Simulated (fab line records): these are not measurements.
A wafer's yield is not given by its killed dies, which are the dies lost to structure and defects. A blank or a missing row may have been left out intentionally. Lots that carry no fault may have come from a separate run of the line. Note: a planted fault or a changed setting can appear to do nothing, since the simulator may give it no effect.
fab line records | flow n5Finfet
[record] lots = 10 wafers = 27 lastDay = 17
route steps=1938 shown BEOL_M7@1281 PASSIVATION@1936
lots untouched by any fault: they come from a run of this same line in which no faults occurred
startH: start of the lot's first displayed wafer, in hours after the record's first day | waitH: hours from the lot's prior step to this one | " repeats the value in the row above | L1.1+2: a single row standing in for several wafers | - either no value or no given start | * or withheld: withheld | < > ~ a bound
route shown NAME@n: names a module that has steps shown in the file, with the first one's number in the route | usual: average and standard deviation across the fault-free wafers | same: alike in all rows | chamber/n: place in a boat | sites: readings site by site | _std_site: standard deviation across them | _edge_site: the outer-site mean with the inner-site mean subtracted | radiusMm: for every site, how far away it sits from the centre of the wafer | mask NAME#n: copy n | behind: the tool/chamber that last shaped the wafer | hold: why the lot went on hold/how many hours it stayed there/how the hold came to an end | device: whichever transistor did not switch (one of n, p or np) | end of line: the tests these same wafers got at the end of their route | a step without rows: its recipe alone | killed: at the first sort, the dies lost to defects and structure; wafer yield is something else | map: shows each die of a wafer: x if killed, . if not, _ if none is there
set.NAME: setting as actually run; set.NAME@STEP: the setting as run at that earlier step | model.NAME: the simulator's own value behind a step, which no gauge read
steps of the route over a sample of lots; a table a step, a row a wafer
services: when a tool's chamber went out of use (startH, in hours from the record's first day, below 0 if earlier), for how many hours, and the reason
[[steps]]
[step N5_BEOL_M7_ETCH_62]
[recipe] chemistry = N2/H2 target = SOC targetDepthA = 1100 overetchA = 220 maskMaterial = SiARC tempC = 40 timeS = 165 ionEnergyEv = 200 pressureMtorr = 30 sourceW = 840 biasW = 150 n2FlowSccm = 200 h2FlowSccm = 200
[usual] drypumpMotorCurrentA = 5.5/0.54 oesProductAu = 0.67/0.071 rfFwdPowerW = 837.5/2.5 rfVppV = 523/3.2 showerheadPlenumPTorr = 2.52/0.12 throttleValvePct = 17.85/0.28
// columns lot.wafer tool chamber startH waitH drypumpMotorCurrentA oesProductAu rfFwdPowerW rfHoursCounterH rfVppV showerheadPlenumPTorr throttleValvePct
L587.2 rieDiel-02 2 208.31 0.0 5.6 0.70 838.7 84 521 2.45 17.75
L587.3 " 3 " " 6.0 0.81 837.8 10 526 2.62 17.52
L589.3 rieDiel-02 0 218.36 0.0 5.7 0.62 836.9 153 518 2.36 18.29
L589.5 " 0 " " 5.7 0.62 837.0 - 519 2.36 18.29
L591.1 rieDiel-03 1 242.51 0.0 5.0 0.72 841.5 52 528 2.70 17.62
L591.3 " 2 " " 5.3 0.71 837.4 69 522 2.47 17.82
L591.4 " 2 " " 5.3 0.70 834.2 - 522 2.47 17.81
L592.1 rieDiel-06 0 242.85 0.0 6.3 0.60 836.6 237 518 2.42 18.40
L592.4 " 3 " " 4.8 0.68 836.7 111 524 2.55 17.78
L592.5 " 2 " " 4.7 0.59 836.3 - 523 2.50 18.23
L593.2 rieDiel-03 2 246.48 0.0 5.2 0.70 840.6 71 522 2.47 17.82
L593.3 " 3 " " 6.5 0.59 837.6 259 520 2.39 17.86
L593.6 " 3 " " 6.5 0.58 837.9 - 520 2.39 17.86
L596.5 rieDiel-06 1 267.13 0.1 5.4 0.65 838.9 - 527 2.63 17.50
L596.6 " 3 " " 4.8 0.68 836.3 - 525 2.54 17.80
L599.1 rieDiel-06 3 286.35 0.0 4.8 0.67 839.6 127 524 2.54 17.81
L599.3 " 1 " " 5.4 0.64 837.2 135 527 2.63 17.51
L599.5 " 0 " " 6.3 0.59 842.1 - 521 2.41 18.44
L602.2 rieDiel-06 1 298.55 0.1 5.4 0.64 836.0 140 526 2.63 17.52
L602.3 " 1 " " 5.4 0.64 841.4 - 526 2.63 17.50
L602.4 " 2 " " 4.7 0.82 835.2 - 521 2.50 17.72
L605.4 rieDiel-06 2 318.76 0.1 4.8 0.79 838.3 - 523 2.50 17.75
L605.5 " 3 " " 4.7 0.67 834.5 - 525 2.54 17.81
L605.6 " 0 " " 6.2 0.81 839.6 - 529 2.73 17.99
L606.2 rieDiel-03 3 334.82 0.0 6.4 0.78 839.2 19 528 2.70 17.40
L606.4 " 2 " " 5.3 0.67 838.9 101 522 2.45 17.88
L606.6 " 0 " " 5.9 0.58 836.5 - 526 2.62 17.77
[step N5_BEOL_M7_DESCUM_33]
[recipe] chemistry = O2 timeS = 7 sourcePowerW = 50 biasPowerW = 20 pressureMtorr = 20 rfFrequencyHz = 2.712e+07 tempC = 40 resist = CAR-EUV o2FlowSccm = 225
[usual] drypumpMotorCurrentA = 5.6/0.54 oesProductAu = 0.80/0.091 rfVppV = 242.9/1.8 showerheadPlenumPTorr = 2.08/0.092 throttleValvePct = 20.48/0.25
// columns lot.wafer tool chamber startH waitH drypumpMotorCurrentA oesProductAu rfHoursCounterH rfVppV showerheadPlenumPTorr throttleValvePct
L587.2 rieDiel-02 3 210.17 0.0 6.0 0.95 10 244.5 2.13 20.06
L587.3 " 1 " " 5.5 0.70 240 242.5 2.07 20.95
L589.3 rieDiel-06 0 221.05 0.3 6.2 0.71 232 242.6 1.96 20.79
L589.5 " 2 " " 4.7 0.68 - 243.2 2.06 20.78
L591.1 rieDiel-02 2 245.37 0.2 5.7 0.81 95 242.2 2.02 20.45
L591.3 " 3 " " 6.0 0.93 20 244.2 2.13 20.10
L591.4 " 2 " " 5.7 0.82 - 242.6 2.02 20.46
L592.1 rieDiel-02 2 245.77 0.5 5.7 0.83 95 241.6 2.02 20.45
L592.4 " 2 " " 5.6 0.81 - 241.4 2.02 20.48
L592.5 " 3 " " 6.0 0.93 - 244.9 2.13 20.07
L593.2 rieDiel-02 2 247.74 0.0 5.6 0.80 96 241.8 2.02 20.47
L593.3 " 0 " " 5.7 0.73 161 240.4 1.93 20.78
L593.6 " 2 " " 5.7 0.81 - 241.6 2.02 20.44
L596.5 rieDiel-06 0 269.31 0.6 6.3 0.69 - 240.8 1.96 20.81
L596.6 " 3 " " 4.8 0.81 - 241.5 2.10 20.49
L599.1 rieDiel-06 1 287.43 0.1 5.4 0.76 135 245.3 2.17 20.25
L599.3 " 2 " " 4.7 1.00 0 242.3 2.06 20.33
L599.5 " 2 " " 4.7 1.01 - 241.6 2.06 20.33
L602.2 rieDiel-03 2 299.52 0.1 5.2 0.82 91 243.3 2.04 20.62
L602.3 " 0 " " 5.9 0.67 224 245.4 2.17 20.44
L602.4 " 3 " " 6.5 0.98 9 246.7 2.24 20.22
L605.4 rieDiel-06 2 322.80 0.4 4.7 0.94 - 242.1 2.05 20.33
L605.5 " 0 " " 6.2 0.97 - 245.1 2.22 20.46
L605.6 " 3 " " 4.8 0.80 - 242.6 2.09 20.51
L606.2 rieDiel-03 3 336.34 0.0 6.5 0.94 20 243.5 2.23 20.23
L606.4 " 3 " " 6.4 0.93 - 245.9 2.23 20.22
L606.6 " 0 " " 6.0 0.66 - 242.9 2.17 20.46
[step N5_BEOL_M7_ETCH_65]
[recipe] chemistry = CF4 target = SiARC targetDepthA = 156 maskMaterial = CAR-EUV timeS = 26 ionEnergyEv = 80 pressureMtorr = 40 sourceW = 545 biasW = 36 Ar_flow_sccm = 100 cf4FlowSccm = 100 ends = cleared
[usual] cf4FlowSccm = 100.0/0.33 drypumpMotorCurrentA = 5.6/0.53 etchRfOnTimeS = 26.5/0.68 mfcArSccm = 100.0/0.32 oesProductAu = 0.68/0.073 rfFwdPowerW = 532.3/2.5 rfVppV = 183.9/1.5 showerheadPlenumPTorr = 2.13/0.092 throttleValvePct = 15.67/0.26
// columns lot.wafer tool chamber startH waitH cf4FlowSccm drypumpMotorCurrentA etchRfOnTimeS mfcArSccm oesProductAu rfFwdPowerW rfHoursCounterH rfVppV showerheadPlenumPTorr throttleValvePct
L587.2 rieDiel-02 3 210.22 0.0 99.9 6.0 27.6 99.7 0.79 532.6 10 183.8 2.20 15.30
L587.3 " 1 " " 100.1 5.5 26.8 99.8 0.58 534.0 240 183.8 2.11 16.09
L589.3 rieDiel-06 0 221.10 0.0 100.1 6.2 26.2 99.9 0.60 533.8 232 183.3 2.04 16.17
L589.5 " 2 " " 100.1 4.7 27.6 100.0 0.58 528.0 - 183.1 2.12 16.01
L591.1 rieDiel-02 2 245.43 0.0 99.3 5.6 26.7 100.4 0.69 529.8 95 184.2 2.07 15.58
L591.3 " 3 " " 99.9 6.0 27.3 100.0 0.77 533.6 20 184.0 2.20 15.32
L591.4 " 2 " " 99.6 5.7 26.7 99.9 0.70 533.1 - 183.4 2.07 15.54
L592.1 rieDiel-02 2 245.82 0.0 99.6 5.6 26.4 100.0 0.70 528.7 95 183.3 2.07 15.57
L592.4 " 2 " " 99.3 5.6 26.9 99.6 0.69 529.7 - 184.5 2.07 15.56
L592.5 " 3 " " 99.3 6.0 27.2 100.1 0.78 530.3 - 184.7 2.20 15.32
L593.2 rieDiel-02 2 247.79 0.0 99.6 5.7 27.0 99.8 0.68 534.3 96 183.9 2.07 15.56
L593.3 " 0 " " 100.0 5.7 26.5 99.8 0.62 532.4 161 181.9 1.99 15.98
L593.6 " 2 " " 99.9 5.6 26.9 99.9 0.69 532.9 - 183.9 2.07 15.54
L596.5 rieDiel-06 0 269.36 0.0 100.0 6.2 26.5 100.2 0.58 530.6 - 183.6 2.03 16.20
L596.6 " 3 " " 100.4 4.8 25.6 100.4 0.69 533.9 - 184.0 2.13 15.65
L599.1 rieDiel-06 1 287.48 0.0 100.3 5.4 24.7 100.6 0.67 529.4 135 185.9 2.25 15.62
L599.3 " 2 " " 99.7 4.8 27.0 100.6 0.85 534.9 0 185.2 2.12 15.49
L599.5 " 2 " " 100.0 4.7 27.0 100.2 0.85 530.8 - 183.1 2.12 15.50
L602.2 rieDiel-03 2 299.57 0.0 99.9 5.2 26.8 99.8 0.67 532.0 91 183.6 2.06 15.70
L602.3 " 0 " " 100.1 6.0 26.6 99.9 0.57 536.5 225 185.7 2.21 15.71
L602.4 " 3 " " 100.5 6.4 26.1 100.3 0.81 536.8 9 186.5 2.27 15.30
L605.4 rieDiel-06 2 322.85 0.0 100.1 4.7 27.1 100.1 0.78 533.1 - 183.4 2.11 15.53
L605.5 " 0 " " 99.5 6.2 25.3 99.7 0.82 530.3 - 185.9 2.29 15.73
L605.6 " 3 " " 100.1 4.8 25.5 100.1 0.68 532.3 - 185.2 2.13 15.66
L606.2 rieDiel-03 3 336.39 0.0 99.9 6.5 26.4 100.5 0.79 538.2 20 185.9 2.27 15.30
L606.4 " 3 " " 100.3 6.5 26.4 100.2 0.78 538.2 - 186.2 2.27 15.31
L606.6 " 0 " " 100.1 6.0 26.7 100.2 0.57 535.0 - 183.8 2.21 15.74
[step N5_BEOL_M7_VIA_ETCH_34]
[recipe] chemistry = C4F6/O2 target = SiCOH_lowk targetDepthA = 1255 maskMaterial = SOC taperDeg = 4 timeS = 50.5 ionEnergyEv = 250 pressureMtorr = 30 sourceW = 345 biasW = 185 Ar_flow_sccm = 300 C4F6_flow_sccm = 10 O2_flow_sccm = 10
[usual] drypumpMotorCurrentA = 5.6/0.54 mfcArSccm = 299.9/0.95 oes_f_703_au = 0.79/0.077 oes_o_777_au = 0.79/0.078 oesProductAu = 0.80/0.088 rfFwdPowerW = 341.3/1.7 rfVppV = 655/14 showerheadPlenumPTorr = 2.83/0.13 throttleValvePct = 20.95/0.24
// columns lot.wafer tool chamber startH waitH drypumpMotorCurrentA mfcArSccm oes_f_703_au oes_o_777_au oesProductAu rfFwdPowerW rfHoursCounterH rfVppV showerheadPlenumPTorr throttleValvePct
L587.2 rieDiel-02 3 210.35 0.0 6.0 301.9 0.87 0.87 0.95 341.9 10 680 2.96 20.85
L587.3 " 1 " " 5.5 298.9 0.67 0.66 0.68 342.6 240 637 2.81 21.41
L589.3 rieDiel-06 0 221.23 0.0 6.3 299.1 0.70 0.69 0.70 341.7 232 675 2.69 21.35
L589.5 " 2 " " 4.8 299.8 0.66 0.65 0.68 340.7 - 649 2.82 21.32
L591.1 rieDiel-02 2 245.55 0.0 5.6 299.7 1.04 0.99 0.85 425.6 95 578 2.75 20.91
L591.3 " 3 " " 6.0 300.7 1.08 1.05 0.97 424.5 20 608 2.95 20.87
L591.4 " 2 " " 5.7 300.5 1.04 0.99 0.85 424.4 - 577 2.75 20.89
L592.1 rieDiel-02 2 245.95 0.0 5.7 298.4 1.04 0.99 0.86 425.3 95 576 2.75 20.90
L592.4 " 2 " " 5.7 299.3 1.03 0.99 0.85 424.7 - 576 2.75 20.89
L592.5 " 3 " " 6.0 299.6 1.09 1.06 0.98 425.1 - 610 2.95 20.86
L593.2 rieDiel-02 2 247.92 0.0 5.7 298.3 1.04 0.99 0.85 423.4 96 577 2.75 20.89
L593.3 " 0 " " 5.7 300.0 0.94 0.91 0.76 423.7 161 599 2.64 21.28
L593.6 " 2 " " 5.7 298.8 1.04 1.00 0.85 422.6 - 578 2.75 20.87
L596.5 rieDiel-06 0 269.49 0.0 6.2 300.2 0.69 0.67 0.69 343.3 - 675 2.69 21.35
L596.6 " 3 " " 4.7 301.0 0.81 0.80 0.81 339.9 - 652 2.82 20.81
L599.1 rieDiel-06 1 287.61 0.0 5.4 299.5 0.80 0.79 0.76 341.5 135 647 2.99 20.92
L599.3 " 2 " " 4.7 301.3 0.95 0.96 0.98 340.8 0 648 2.82 20.89
L599.5 " 2 " " 4.7 299.5 0.95 0.96 0.98 340.6 - 649 2.82 20.90
L602.2 rieDiel-03 2 299.70 0.0 5.3 299.6 0.79 0.79 0.79 340.0 91 663 2.76 21.04
L602.3 " 0 " " 6.0 298.8 0.70 0.71 0.67 342.5 225 648 2.94 20.86
L602.4 " 3 " " 6.5 298.4 0.96 0.98 0.95 342.4 9 646 2.99 20.42
L605.4 rieDiel-06 2 322.98 0.0 4.7 300.0 0.88 0.89 0.92 341.3 - 649 2.81 20.93
L605.5 " 0 " " 6.2 300.2 0.94 0.93 0.97 340.7 - 686 3.02 21.00
L605.6 " 3 " " 4.8 299.8 0.80 0.79 0.79 336.9 - 654 2.82 20.83
L606.2 rieDiel-03 3 336.52 0.0 6.5 300.7 0.93 0.95 0.92 340.7 20 647 2.99 20.43
L606.4 " 3 " " 6.5 300.1 0.92 0.95 0.91 342.0 - 645 2.99 20.42
L606.6 " 0 " " 6.0 300.3 0.69 0.70 0.66 343.4 - 648 2.93 20.88
[step N5_PASSIVATION_PROBE_49]
[usual] defectLimitedYield = 91.2/1.4 killed_at_M0_to_M3 = 32/9.3 killed_at_M4_up = 14/4.9 killedAtContacts = 15/7.5 killedAtFrontEnd = 40/11 killedAtOther = 4/3.3 killedDies = 104/17 killedOpen = 68/14 killedShort = 33/7.9 sort_bin_5_function = 5.2/0.99 sort_bin_6_memory = 3.2/0.65 sort_bin_8_speed = 0.03/0.19 sortNPass = 1076/17 sortYieldPct = 91.1/1.5
[same] grossDies = 1180 killedAtBackSide = 0 sort_bin_4_leakage[%] = 0
// columns lot.wafer tool chamber startH waitH defectLimitedYield[%] killed_at_M0_to_M3 killed_at_M4_up killedAtContacts killedAtFrontEnd killedAtOther killedDies killedOpen killedShort sort_bin_5_function[%] sort_bin_6_memory[%] sort_bin_8_speed[%] sortNPass sortYieldPct[%]
L592.1 prober-02 - 312.15 0.0 89.1 37 10 15 58 9 129 77 37 5.9 3.5 0 1051 89.1
L593.2 prober-02 - 319.84 0.1 89.8 45 15 20 22 18 120 78 39 6.3 3.5 0 1060 89.8
L593.3 prober-02 - 319.89 0.1 90.8 41 12 20 31 4 108 55 52 5.8 3.0 0 1072 90.8
L593.6 prober-02 - 320.04 0.3 91.5 34 13 22 25 6 100 65 34 5.1 3.2 0 1080 91.5
L602.2 prober-02 - 374.98 0.1 91.7 25 6 17 47 3 98 77 21 5.1 3.1 0 1082 91.7
L602.3 prober-02 - 375.03 0.1 93.1 23 13 1 43 2 82 58 21 4.1 2.5 0 1098 93.1
L602.4 prober-02 - 375.08 0.2 91.9 24 9 6 54 2 95 70 21 5.3 2.5 0 1085 91.9
// killed by level:class
L592.1 HKMG_FIN:areaEtch=15 MOL_CONTACT_COAG:geometricParticle:open=13 FIN_SAQP:geometricParticle:open=11 BEOL_M0_SAQP:geometricParticle:short=8 BEOL_M1:geometricParticle:open=8 BEOL_M2:geometricParticle:open=8 STI_FIN_REVEAL:geometricParticle:open=6 FIN_SAQP:geometricParticle:short=5
L593.2 BEOL_M3:geometricParticle:open=15 MOL_CONTACT_COAG:geometricParticle:open=12 BEOL_M0_SAQP:geometricParticle:open=10 MOL_CONTACT_COAG:geometricParticle:short=8 GATE_CUT:geometricParticle:open=6 PASS1_DEP:geometricParticle:open=5 BEOL_M0_SAQP:geometricParticle:short=5 BEOL_M3:geometricParticle:short=5
L593.3 MOL_CONTACT_COAG:geometricParticle:short=15 BEOL_M3:geometricParticle:open=10 FIN_SAQP:geometricParticle:short=9 BEOL_M3:geometricParticle:short=9 BEOL_M1:geometricParticle:open=7 FIN_SAQP:geometricParticle:open=6 DUMMY_GATE:geometricParticle:open=5 MOL_CONTACT_COAG:geometricParticle:open=5
L593.6 MOL_CONTACT_COAG:geometricParticle:open=17 BEOL_M3:geometricParticle:open=15 BEOL_M4:geometricParticle:open=7 FIN_SAQP:geometricParticle:short=6 GATE_CUT:geometricParticle:short=6 BEOL_M2:geometricParticle:open=6 FIN_SAQP:geometricParticle:open=5 MOL_CONTACT_COAG:geometricParticle:short=5
L602.2 FIN_SAQP:geometricParticle:open=13 STI_FIN_REVEAL:geometricParticle:open=12 MOL_CONTACT_COAG:geometricParticle:open=10 MOL_CONTACT_COAG:geometricParticle:short=7 DUMMY_GATE:geometricParticle:open=7 BEOL_M2:geometricParticle:open=6 BEOL_M1:geometricParticle:open=5 BEOL_M3:geometricParticle:open=4
L602.3 FIN_SAQP:geometricParticle:open=10 DUMMY_GATE:geometricParticle:open=6 BEOL_M1:geometricParticle:open=5 STI_FIN_REVEAL:geometricParticle:open=4 DUMMY_GATE:geometricParticle:short=4 GATE_CUT:geometricParticle:short=4 BEOL_M0_SAQP:geometricParticle:open=4 BEOL_M4:geometricParticle:open=4
L602.4 FIN_SAQP:geometricParticle:open=12 DUMMY_GATE:geometricParticle:open=10 STI_FIN_REVEAL:geometricParticle:open=8 BEOL_M3:geometricParticle:open=8 MOL_CONTACT_COAG:geometricParticle:open=6 FIN_SAQP:geometricParticle:short=4 GATE_CUT:geometricParticle:open=4 BEOL_M1:geometricParticle:open=4
[[services]]
// columns tool chamber startH hours kind
rieDiel-02 1 245.26 - clean
rieDiel-02 1 245.26 - consumableReplace:focusRing
rieDiel-02 1 245.26 17.8 scheduledDown
rieDiel-02 1 245.26 17.8 ventCycle
rieDiel-03 3 257.80 - clean
rieDiel-03 3 257.80 - consumableReplace:focusRing
rieDiel-06 2 262.16 - clean
rieDiel-06 2 262.16 - consumableReplace:focusRing
rieDiel-06 2 262.16 25.1 scheduledDown
rieDiel-06 2 262.16 25.1 ventCycle
rieDiel-03 0 274.83 3.8 repair
rieDiel-06 3 276.39 6.5 repair
rieDiel-02 3 277.39 11.6 repair
rieDiel-06 0 287.31 - clean
rieDiel-06 0 287.31 - consumableReplace:focusRing
rieDiel-06 0 287.31 - consumableReplace:showerhead
rieDiel-06 0 287.31 19.2 scheduledDown
rieDiel-06 0 287.31 19.2 ventCycle
rieDiel-06 3 289.56 18.8 repair
rieDiel-02 3 297.64 18.1 repair
rieDiel-02 1 303.65 4.8 repair
rieDiel-06 1 313.27 20.2 repair
rieDiel-02 0 320.60 12.9 repair
rieDiel-03 2 336.02 2.5 repair
[[key]]
[firstSign] step = N5_BEOL_M7_VIA_ETCH_34 reading = rfFwdPowerW direction = up sigmas = 50 usual = * struck = *
[effect] step = N5_BEOL_M7_VIA_ETCH_34 reading = rfVppV direction = down sigmas = 5 usual = 655 struck = 586
metAt N5_BEOL_M7_VIA_ETCH_34
struckLots L591,L592,L593
[baselineLoss] step = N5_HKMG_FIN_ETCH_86 wafers = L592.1
notActingAt N5_BEOL_M7_ETCH_62,N5_BEOL_M7_DESCUM_33,N5_BEOL_M7_ETCH_65
onsetBetween 210.35 245.55
[fault] kind = processParameterDrift tool = rieDiel-02 chamber = - onsetH = 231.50 steps = N5_BEOL_M7_VIA_ETCH_34 channel = sourceW offset = 82.8 shape = step endH = 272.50 actsIn = theseRecipesOnly stated = 345
// baselineLoss: these wafers lose ten dies or more at that step, a loss of the line's own and not of a fault; the sort's usual values leave them out
